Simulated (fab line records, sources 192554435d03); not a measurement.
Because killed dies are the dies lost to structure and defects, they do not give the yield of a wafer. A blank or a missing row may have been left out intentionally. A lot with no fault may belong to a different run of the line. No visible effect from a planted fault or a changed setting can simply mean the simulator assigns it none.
Chamber matching	flow n5_finfet	N5_BEOL_M3_ETCH_69 on rie_diel-05: 4 sister chambers
The step etches SiARC in CF4, target depth 15.6 nm, time 26 s. 18 wafers are shown with their chamber, then 9 later ones without.

WAFERS WITH THEIR CHAMBER
wafer	chamber	drypump_motor_current_A (A)	showerhead_plenum_p_Torr (Torr)	oes_product_au (a.u.)
L076.2	3	5.55	2.12	0.60
L076.3	1	5.28	2.15	0.72
L076.5	1	5.29	2.15	0.71
L079.2	0	6.05	2.24	0.64
L079.4	2	5.53	2.18	0.73
L079.6	2	5.56	2.18	0.73
L082.1	1	5.32	2.15	0.70
L082.2	3	5.52	2.12	0.60
L082.3	0	5.99	2.23	0.64
L083.1	3	5.55	2.12	0.59
L083.3	1	5.26	2.15	0.70
L083.4	2	5.56	2.17	0.72
L085.2	3	5.54	2.12	0.60
L085.4	1	5.28	2.15	0.70
L085.6	1	5.29	2.15	0.70
L089.1	2	5.55	2.17	0.72
L089.2	3	5.52	2.11	0.59
L089.3	0	6.06	2.23	0.64

SIGNATURES (means of the wafers above)
reading	chamber 0	chamber 1	chamber 2	chamber 3	scatter within a chamber
drypump_motor_current_A	6.0333	5.2867	5.5500	5.5360	0.0212
showerhead_plenum_p_Torr	2.2333	2.1500	2.1750	2.1180	0.0042
oes_product_au	0.6400	0.7050	0.7250	0.5960	0.00638
Rule: for each reading, subtract the chamber's mean from the wafer's reading, divide by that reading's scatter and square the result; add these up over the readings and take the root, which gives the wafer's distance from the chamber. If the next closest chamber is less than 2 further off than the closest, the wafer can't be placed; otherwise it belongs to the closest. The scatter is the square root of a quotient: the sum, over the shown wafers, of each reading's squared deviation from its chamber's mean, divided by wafers minus chambers.

WAFERS WHOSE CHAMBER IS MISSING
wafer	drypump_motor_current_A (A)	showerhead_plenum_p_Torr (Torr)	oes_product_au (a.u.)
L093.1	5.55	2.11	0.58
L093.5	5.54	2.11	0.58
L093.6	6.02	2.23	0.62
L094.3	5.52	2.11	0.58
L094.4	5.27	2.14	0.68
L094.6	5.31	2.14	0.68
L096.1	5.99	2.23	0.62
L096.4	5.55	2.11	0.58
L096.6	5.30	2.14	0.68

WHICH CHAMBER EACH ONE RAN IN
wafer	from the rows above	in truth
L093.1	3	3
L093.5	3	3
L093.6	0	0
L094.3	3	3
L094.4	1	1
L094.6	1	1
L096.1	0	0
L096.4	3	3
L096.6	1	1
Placed correctly: 9 of 9. Left unplaced by these rows: 0. Placed wrongly: 0.
